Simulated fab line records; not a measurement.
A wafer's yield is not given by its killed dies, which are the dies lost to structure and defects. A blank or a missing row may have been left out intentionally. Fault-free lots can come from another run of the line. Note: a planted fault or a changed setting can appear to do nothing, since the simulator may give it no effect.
fab line records	flow nand_harc
record: lots: 12	wafers: 34	last_day: 34
route steps=1302 shown P_M1@303
lots untouched by any fault: they come from a run of this same line in which no faults occurred
start_h: the number of hours between the record's first day and the start of the first shown wafer of the lot	wait_h: hours since the lot's step before	" repeats the value in the row above	L1.1+2: a single row standing in for several wafers	- no value present, or no start provided	* or withheld: withheld	< > ~ a bound
route shown NAME@n: names a module that has steps shown in the file, with the first one's number in the route	usual: mean/standard deviation of fault-free wafers	same: alike in all rows	chamber/n: place in a boat	sites: each site's reading	_std_site: their standard deviation	_edge_site: inner sites' mean taken away from outer sites' mean	radius_mm: for every site, how far away it sits from the centre of the wafer	mask NAME#n: copy n	behind: the most recent tool/chamber to have shaped the wafer	hold: reason for holding the lot/hours on hold/outcome of the hold	device: the transistor (n, p or np) that didn't switch	end of line: the route-end tests of the same wafers	a step with no rows: only its recipe	killed: not the wafer's yield, but the dies lost to structure and defects at the first sort	map: the dies of a wafer, with x for killed, . for not killed, _ for no die there
set.NAME: the run value of the setting; set.NAME@STEP: its run value at that earlier step	model.NAME: the simulator's own value behind a step, which no gauge read
a sample of lots followed through the steps of the route, with each step as a table and each wafer as a row
services: a tool's chamber out of use, with start hour (start_h, from the record's first day; less than 0 if before it), hours out, and reason
== steps ==
step: NHARC_P_M1_ETCH_28
recipe: target_depth_a: 300	over_etch_frac: 0.3	time_s: 72.99	ion_energy_ev: 150	cf4_flow_sccm: 50	n2_flow_sccm: 100	ar_flow_sccm: 150	rf_w: 300	bias_w: 100	chemistry: CF4/N2
usual: bias_w: 100.02/0.3	chamber_pressure_mTorr: 29.999/0.027	drypump_motor_current_A: 5.7/0.46	oes_product_au: 1.003/0.011	rf_vpp_V: 314.2/2.5	showerhead_plenum_p_Torr: 2.63/0.14	throttle_valve_pct: 19.795/0.0098
same: over_etch_frac: 0.3
lot.wafer	tool	chamber	start_h	wait_h	bias_w	chamber_pressure_mTorr	drypump_motor_current_A	oes_product_au	rf_hours_counter_h	rf_vpp_V	showerhead_plenum_p_Torr	throttle_valve_pct
L670.2	rie_diel-01	2	-	-	100.42	30.000	6.3	1.014	5	316.4	2.80	19.799
L670.1	"	0	"	"	100.39	29.994	4.9	1.011	5	317.7	2.75	19.814
L670.5	"	3	"	"	100.03	29.984	6.0	0.997	-	313.1	2.47	19.773
L675.4	rie_diel-02	1	-	-	100.26	30.006	5.6	1.000	10	315.1	2.70	19.785
L675.3	"	2	"	"	99.84	30.023	5.5	0.994	9	313.0	2.53	19.786
L675.5	"	3	"	"	100.12	29.973	5.4	1.004	-	316.6	2.79	19.792
L674.4	rie_diel-02	1	-	-	100.35	30.006	5.5	1.004	10	316.0	2.70	19.799
L674.2	"	2	"	"	99.61	30.027	5.6	0.975	9	310.8	2.53	19.801
L674.5	"	1	"	"	100.18	29.978	5.5	1.010	-	316.1	2.70	19.802
L676.3	rie_diel-02	2	-	-	99.62	29.995	5.5	0.991	12	311.9	2.53	19.791
L676.5	"	1	"	"	99.70	30.069	5.5	1.005	-	315.8	2.70	19.801
L676.6	"	2	"	"	100.23	30.030	5.5	0.979	-	313.8	2.53	19.802
L678.1	rie_diel-02	2	-	-	100.19	29.991	5.5	0.988	13	311.6	2.53	19.802
L678.6	"	0	"	"	99.84	29.988	6.2	0.987	-	311.3	2.47	19.801
L678.5	"	1	"	"	100.37	30.011	5.5	1.002	-	315.2	2.70	19.791
L681.1	rie_diel-02	2	-	-	99.56	30.035	5.6	1.016	1	312.0	2.53	19.797
L681.3	"	3	"	"	100.01	30.005	5.4	1.014	1	316.1	2.79	19.798
L681.5	"	2	"	"	99.46	30.006	5.6	1.012	-	312.1	2.53	19.810
L686.3	rie_diel-01	2	-	-	99.98	30.038	6.3	1.014	5	316.7	2.79	19.784
L686.1	"	3	"	"	100.20	29.955	6.0	0.985	6	311.5	2.46	19.779
L686.2	"	0	"	"	100.23	30.043	4.9	1.009	5	313.9	2.75	19.814
L685.3	rie_diel-01	3	-	-	99.84	29.983	6.0	0.984	6	311.2	2.46	19.793
L685.5	"	2	"	"	99.65	30.019	6.2	1.015	-	318.4	2.79	19.780
L688.2	rie_diel-01	1	-	-	100.13	29.980	5.3	1.004	6	316.5	2.81	19.787
L688.1	"	3	"	"	100.16	29.984	5.9	0.976	6	310.9	2.46	19.790
L688.5	"	2	"	"	99.83	29.996	6.3	1.005	-	316.4	2.79	19.786
L689.2	rie_diel-01	0	-	-	99.78	30.067	4.9	1.006	7	316.2	2.75	19.812
L689.4	"	2	"	"	100.27	30.004	6.3	1.014	7	316.7	2.79	19.793
L690.1	rie_diel-02	0	-	-	99.66	29.998	6.2	0.984	10	311.4	2.47	19.802
L690.3	"	2	"	"	99.61	30.004	5.5	1.001	10	312.4	2.53	19.803
L690.4	"	3	"	"	100.45	30.009	5.4	1.002	10	316.1	2.78	19.789
L692.4	rie_diel-02	1	-	-	100.23	29.946	5.5	0.998	12	315.5	2.70	19.792
L692.1	"	3	"	"	100.39	29.994	5.4	0.996	12	318.2	2.78	19.797
L692.6	"	1	"	"	100.50	29.997	5.5	1.004	-	315.3	2.70	19.787
step: NHARC_P_M1_PVD_20
recipe: target_thk_a: 50	bias_v: 168.6	power_w: 15000	chamber_pressure_pa: 0.12	time_s: 8.06	substrate_temp_c: 50	material: TaN
usual: throttle_valve_pct: 29.6/0.65
lot.wafer	tool	chamber	start_h	wait_h	throttle_valve_pct
L670.2	pvd_sputter-02	-	-	-	29.8
L670.1	"	-	"	"	29.9
L670.5	"	-	"	"	29.7
L675.3	pvd_sputter-02	-	-	-	29.9
L675.4	"	-	"	"	30.7
L675.5	"	-	"	"	29.3
L674.4	pvd_sputter-03	-	-	-	29.3
L674.2	"	-	"	"	29.9
L674.5	"	-	"	"	29.6
L676.3	pvd_sputter-02	-	-	-	30.8
L676.5	"	-	"	"	29.6
L676.6	"	-	"	"	29.2
L678.1	pvd_sputter-03	-	-	-	29.2
L678.6	"	-	"	"	28.7
L678.5	"	-	"	"	29.9
L681.1	pvd_sputter-01	-	-	-	29.8
L681.3	"	-	"	"	28.8
L681.5	"	-	"	"	29.6
L686.1	pvd_sputter-01	-	-	-	30.6
L686.2	"	-	"	"	29.7
L686.3	"	-	"	"	28.9
L685.3	pvd_sputter-03	-	-	-	29.3
L685.5	"	-	"	"	29.3
L688.2	pvd_sputter-03	-	-	-	28.8
L688.1	"	-	"	"	29.7
L688.5	"	-	"	"	29.1
L689.2	pvd_sputter-02	-	-	-	29.8
L689.4	"	-	"	"	30.6
L690.4	pvd_sputter-03	-	-	-	29.2
L690.1	"	-	"	"	28.6
L690.3	"	-	"	"	29.2
L692.1	pvd_sputter-01	-	-	-	29.5
L692.4	"	-	"	"	30.0
L692.6	"	-	"	"	29.8
step: NHARC_P_M1_ECD_22
recipe: target_thk_a: 4000	bath_temp_c: 25	material: Cu
lot.wafer	tool	chamber	start_h	wait_h
L670.2+1+5	ecd_cu-01	0,1,0	131.52	-
L675.4+3+5	ecd_cu-01	1,0,1	171.51	-
L674.2+4+5	ecd_cu-02	0	172.41	-
L676.3+5+6	ecd_cu-02	1,1,0	195.08	-
L678.1+5+6	ecd_cu-01	0,1,0	206.70	-
L681.1+3+5	ecd_cu-02	1,1,0	241.82	-
L686.2+1+3	ecd_cu-01	0,1,1	295.61	-
L685.3+5	ecd_cu-01	0,1	296.65	-
L688.1+2+5	ecd_cu-01	0,1,1	305.94	-
L689.2+4	ecd_cu-01	1	331.80	-
L690.1+3+4	ecd_cu-02	1,1,0	332.29	-
L692.1+4+6	ecd_cu-02	1,1,0	349.65	-
step: NHARC_P_M1_ANNEAL_31
recipe: temp_c: 225	time_s: 90
usual: wafer_temp_C_max: 225.68/0.21
lot.wafer	tool	chamber	start_h	wait_h	wafer_temp_C_max
L670.1	rtp_anneal-02	0	131.89	-	225.57
L670.2	"	0	"	"	225.83
L670.5	"	0	"	"	225.88
L675.3	rtp_anneal-01	0	171.89	-	225.40
L675.4	"	0	"	"	225.49
L675.5	"	0	"	"	225.42
L674.2	rtp_anneal-02	0	172.79	0.3	225.69
L674.4	"	0	"	"	225.81
L674.5	"	0	"	"	225.69
L676.3	rtp_anneal-02	0	195.47	0.3	225.83
L676.5	"	0	"	"	225.59
L676.6	"	0	"	"	225.71
L678.1	rtp_anneal-02	0	207.02	-	225.42
L678.5	"	0	"	"	225.89
L678.6	"	0	"	"	225.81
L681.1	rtp_anneal-01	0	242.20	-	225.74
L681.3	"	0	"	"	225.68
L681.5	"	0	"	"	225.97
L686.1	rtp_anneal-02	0	296.02	-	225.82
L686.2	"	0	"	"	225.87
L686.3	"	0	"	"	225.77
L685.3	rtp_anneal-01	0	297.06	0.4	225.52
L685.5	"	0	"	"	225.42
L688.1	rtp_anneal-02	0	306.31	-	225.65
L688.2	"	0	"	"	225.68
L688.5	"	0	"	"	225.65
L689.2	rtp_anneal-02	0	332.23	0.4	225.68
L689.4	"	0	"	"	225.88
L690.1	rtp_anneal-01	0	332.67	-	225.65
L690.3	"	0	"	"	225.73
L690.4	"	0	"	"	225.80
L692.1	rtp_anneal-02	0	350.03	0.3	225.59
L692.4	"	0	"	"	225.66
L692.6	"	0	"	"	225.44
step: NHARC_P_M1_CMP_23
recipe: t_overpolish_s: 20	target_thk_nm: 157.82
usual: edge_zone_pressure_frac: 1.000/0.0049	motor_current_A: 11.2/1.2	pad_life_wafers: 183/97	time_to_endpoint_s: 28.1/2.8
same: t_overpolish_s: 20
lot.wafer	tool	chamber	start_h	wait_h	edge_zone_pressure_frac	motor_current_A	pad_life_wafers	time_to_endpoint_s
L670.2	cmp-02	0	132.30	-	1.002	12.8	326	27.9
L670.1	"	1	"	"	1.015	11.1	327	27.0
L670.5	"	2	"	"	0.999	12.2	-	26.3
L675.3	cmp-01	1	172.16	-	0.995	11.3	307	25.2
L675.4	"	2	"	"	1.000	10.3	308	28.1
L675.5	"	0	"	"	1.000	9.4	-	28.4
L674.4	cmp-02	1	173.11	-	1.002	11.5	139	23.9
L674.2	"	2	"	"	1.002	11.9	140	28.6
L674.5	"	0	"	"	0.999	12.5	-	27.2
L676.3	cmp-02	1	195.71	-	1.002	11.4	210	24.5
L676.6	"	1	"	"	1.004	12.0	-	25.3
L676.5	"	2	"	"	1.001	11.4	-	26.9
L678.1	cmp-04	1	207.45	-	1.010	13.5	321	28.4
L678.5	"	2	"	"	0.996	13.7	-	27.1
L678.6	"	3	"	"	1.001	10.1	-	33.5
L681.1	cmp-01	2	242.54	-	1.000	10.6	186	26.9
L681.3	"	3	"	"	1.009	11.2	187	25.7
L681.5	"	3	"	"	0.998	11.2	-	24.6
L686.3	cmp-01	2	296.37	-	0.997	10.6	0	28.0
L686.2	"	0	"	"	1.004	9.2	2	28.6
L686.1	"	1	"	"	1.002	11.9	3	28.0
L685.3	cmp-01	0	297.30	-	1.000	9.6	6	18.9
L685.5	"	1	"	"	1.005	11.4	-	25.4
L688.2	cmp-04	1	306.68	-	0.993	12.8	300	13.8
L688.1	"	2	"	"	0.999	12.2	301	26.6
L688.5	"	2	"	"	1.005	12.0	-	25.9
L689.4	cmp-01	1	332.52	-	0.999	11.3	162	25.7
L689.2	"	2	"	"	0.993	10.3	163	15.2
L690.3	cmp-01	3	333.02	-	1.010	10.8	168	23.5
L690.4	"	0	"	"	0.993	9.5	169	26.3
L690.1	"	2	"	"	1.001	10.8	171	25.6
L692.4	cmp-04	3	350.40	-	1.010	10.5	109	30.3
L692.1	"	1	"	"	0.997	13.1	111	25.9
L692.6	"	3	"	"	1.000	10.2	-	30.5
== services ==
tool	chamber	start_h	hours	kind
cmp-04	-	111.00	4.0	pm
pvd_sputter-01	-	123.86	1.5	repair
cmp-02	-	134.72	4.0	pm
cmp-02	-	152.83	1.5	repair
ecd_cu-01	-	160.18	8.0	pm
pvd_sputter-03	-	172.59	10.0	pm
cmp-02	-	175.91	4.2	repair
ecd_cu-01	-	181.33	7.1	repair
rie_diel-01	-	189.91	0.9	repair
cmp-01	-	193.68	4.0	pm
pvd_sputter-02	-	197.40	3.8	repair
rie_diel-01	-	203.82	9.0	pm
rie_diel-02	-	216.70	9.0	pm
rie_diel-01	0	230.88	14.8	repair
ecd_cu-02	-	244.00	8.0	pm
rie_diel-02	1	253.46	3.1	repair
rie_diel-01	2	261.29	4.9	repair
pvd_sputter-02	-	282.04	10.0	pm
rie_diel-01	1	285.59	5.6	repair
cmp-01	-	291.68	4.0	pm
pvd_sputter-03	-	297.40	0.5	repair
rie_diel-01	1	336.19	5.9	repair
ecd_cu-01	-	336.28	8.0	pm
pvd_sputter-02	-	342.91	2.4	repair
== key ==
first_sign: step: NHARC_P_M1_CMP_23	reading: time_to_endpoint_s	direction: down	sigmas: 4.2	usual: *	struck: *
effect none on later readings
met_at NHARC_P_M1_ECD_22
struck_lots L685,L688,L689
struck_wafers L685.3,L688.2,L689.2
not_acting_at NHARC_P_M1_ETCH_28,NHARC_P_M1_PVD_20,NHARC_P_M1_ANNEAL_31
onset_between 295.61 296.65
fault: kind: process_parameter_drift	tool: ecd_cu-01	chamber: -	onset_h: 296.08	steps: NHARC_P_M1_ECD_22	channel: target_thk_a	offset: *	shape: step	end_h: 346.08	scope: struck_wafers_only	acts_in: *	stated: *
